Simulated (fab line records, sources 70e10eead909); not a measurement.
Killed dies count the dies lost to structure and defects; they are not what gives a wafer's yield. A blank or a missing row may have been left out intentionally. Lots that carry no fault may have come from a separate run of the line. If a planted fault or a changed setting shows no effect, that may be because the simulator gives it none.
Comparing a struck lot with a sound one    flow nand-harc    43 steps out of a route of 1159
Sound: the wafers L496.1, L496.2, L496.3. Wafers L504.1, L504.2, L504.3 were the ones struck. The cause is given at the end.
At each step with rows: each side's tool, then ch and its chambers, then its first start. Under that, the readings that differ: sound wafers    struck wafers    difference of the means    sigmas: that difference in standard deviations of wafers without a fault.
alike: same words and numbers on both sides, and readings whose means sit less than 2 such deviations apart. not compared: any withheld reading, any reading some wafer has no value for, any bound like >300 that may hide the same value, and any number with overlapping values for which the record gives no deviation.
Wherever a step has rows on one side only, a row that says differs or no value, or a row with sigmas, the two part there. When numbers do not overlap yet have no deviation, they are printed without sigmas and do not part them. A reading that every wafer of one side lacks parts them only if that side has two wafers or more.

first, 4 steps without rows for these wafers: NHARC_A_CONTACT_EBR_38; NHARC_A_CONTACT_EXPOSE_39 (exposes mask A CC 3); NHARC_A_CONTACT_PEB_40 (peb time 65 s); NHARC_A_CONTACT_DEVELOP_41 (develop time 35 s).
NHARC_A_CONTACT_CD_MEAS_42: target cd 200 nm.
  sound on cd-sem-01 ch 0, day 16 20:01; struck on cd-sem-03 ch 0, day 18 22:14
  alike: cd-nm
NHARC_A_CONTACT_OVL_MEAS_43:
  struck on overlay-02, day 18 22:20; sound on overlay-01, day 16 20:07
  alike: overlay-x-nm, overlay-y-nm
NHARC_A_CONTACT_INSPECT_44:
  struck on defect-inspect-02, day 18 22:22; sound on defect-inspect-02, day 16 20:08
  alike: raw-defect-count
then, 5 steps without rows for these wafers: NHARC_A_CONTACT_DESCUM_47 (chemistry O2, time 3 s); NHARC_A_CONTACT_ETCH_48 (etches the open film in CF4, target depth 39 nm, time 65 s); NHARC_A_CONTACT_ETCH_49 (etches the open film in N2/H2, target depth 260 nm, time 475.3 s); NHARC_A_CONTACT_ETCH_50 (etches the open film in CF4/CHF3, target depth 84.7 nm, time 42.4 s); NHARC_A_CONTACT_ETCH_51 (etches the open film in O2/COS, target depth 3600 nm, time 936 s).
NHARC_A_CONTACT_ETCH_111: etches the open film in C4F8/O2/Ar, time 140 s, target depth 700 nm.
  sound on har-cap-etch-02 ch 0,1, day 16 21:29; struck on har-cap-etch-03 ch 0,1, day 18 23:41
  not compared: rf-hours-counter-h
NHARC_A_CONTACT_ETCH_112: etches the open film in C4F8/O2/Ar, time 94 s, target depth 922 nm.
  sound on har-cap-etch-02 ch 0,1, day 16 21:41; struck on har-cap-etch-03 ch 0,1, day 18 23:53
  not compared: rf-hours-counter-h
then, 3 steps without rows for these wafers: NHARC_A_CONTACT_ETCH_113 (etches the open film in C4F8/O2/Ar, time 94 s, target depth 922 nm); NHARC_A_CONTACT_ETCH_114 (etches the open film in C4F8/O2/Ar, time 94 s, target depth 922 nm); NHARC_A_CONTACT_ETCH_115 (etches the open film in C4F8/O2/Ar, time 94 s, target depth 922 nm).
NHARC_A_CONTACT_ETCH_116: etches the open film in C4F8/O2/Ar, time 94 s, target depth 922 nm.
  sound on har-cap-etch-02 ch 0,1, day 16 22:03; struck on har-cap-etch-03 ch 0,1, day 19 00:15
  not compared: rf-hours-counter-h
NHARC_A_CONTACT_ETCH_117: etches the open film in C4F8/O2/Ar, time 94 s, target depth 922 nm.
  sound on har-cap-etch-02 ch 0,1, day 16 22:08; struck on har-cap-etch-03 ch 0,1, day 19 00:20
  not compared: rf-hours-counter-h
then, 2 steps without rows for these wafers: NHARC_A_CONTACT_ETCH_118 (etches the open film in C4F8/O2/Ar, time 94 s, target depth 922 nm); NHARC_A_CONTACT_ETCH_119 (etches the open film in C4F8/O2/Ar, time 94 s, target depth 922 nm).
NHARC_A_CONTACT_ETCH_120: etches the open film in C4F8/O2/Ar, time 94 s, target depth 922 nm.
  sound on har-cap-etch-02 ch 0,1, day 16 22:25; struck on har-cap-etch-03 ch 0,1, day 19 00:37
  not compared: rf-hours-counter-h
then, 5 steps without rows for these wafers: NHARC_A_CONTACT_ETCH_121 (etches the open film in C4F8/O2/Ar, time 94 s, target depth 922 nm); NHARC_A_CONTACT_ETCH_122 (etches the open film in C4F8/O2/Ar, time 95 s, target depth 930 nm); NHARC_A_CONTACT_ETCH_123 (etches the open film in C4F8/O2/Ar, time 253 s, target depth 1090 nm); NHARC_A_CONTACT_ETCH_90 (etches the open film in CH3F/O2, target depth 40 nm, time 85.7 s); NHARC_A_CONTACT_ETCH_96 (etches the open film in C4F6/O2, target depth 20 nm, time 10 s).
NHARC_A_CONTACT_CD_MEAS_53:
  struck on cd-sem-02, day 19 01:43; sound on cd-sem-01, day 16 23:30
reading     sound              struck             difference  sigmas
cd-nm (nm)  188.1 188.2 188.0  190.0 189.6 190.4  +1.9        +2
then, 6 steps without rows for these wafers: NHARC_A_CONTACT_STRIP_99 (strips in N2/H2); NHARC_A_CONTACT_STRIP_100 (strips in CF4/CHF3); NHARC_A_CONTACT_STRIP_101 (strips in O2/COS); NHARC_A_CONTACT_ETCH_102 (etches the open film in CF4/O2, target depth 70 nm, overetch 7 nm, time 38.5 s); NHARC_A_CONTACT_STRIP_55 (strips in O2); NHARC_A_CONTACT_STRIP_56 (strips in post etch residue remover, time 600 s).
NHARC_A_CONTACT_DEP_57: deposits aC, target thk 2800 nm.
  sound on acl-dep-02 ch 0, day 17 00:31; struck on acl-dep-02 ch 0, day 19 03:00
  alike: throttle-valve-pct
then, 7 steps without rows for these wafers: NHARC_A_CONTACT_DEP_58 (deposits SiON, target thk 60 nm); NHARC_A_CONTACT_DEHYDRATE_59 (time 120 s); NHARC_A_CONTACT_HMDS_60 (time 30 s); NHARC_A_CONTACT_COAT_61 (time 75 s); NHARC_A_CONTACT_COAT_62 (time 65 s); NHARC_A_CONTACT_COAT_63 (resist thk 90 nm); NHARC_A_CONTACT_SOFTBAKE_64 (time 55 s).
-- the record jumps here: 3 days lie between the struck wafers' starts before and after (it left off in module A_CONTACT and takes up again in module END, whose first step shown is number 1159 of the route) --
NHARC_END_SORT_01:
  the record has rows for the struck wafers here (prober-01 ch 0, day 21 17:13) and none for the sound ones

WHERE THEY PART
At NHARC_A_CONTACT_CD_MEAS_53 first; at NHARC_END_SORT_01 last (within this record only).

WHY: what had been put in by the simulator
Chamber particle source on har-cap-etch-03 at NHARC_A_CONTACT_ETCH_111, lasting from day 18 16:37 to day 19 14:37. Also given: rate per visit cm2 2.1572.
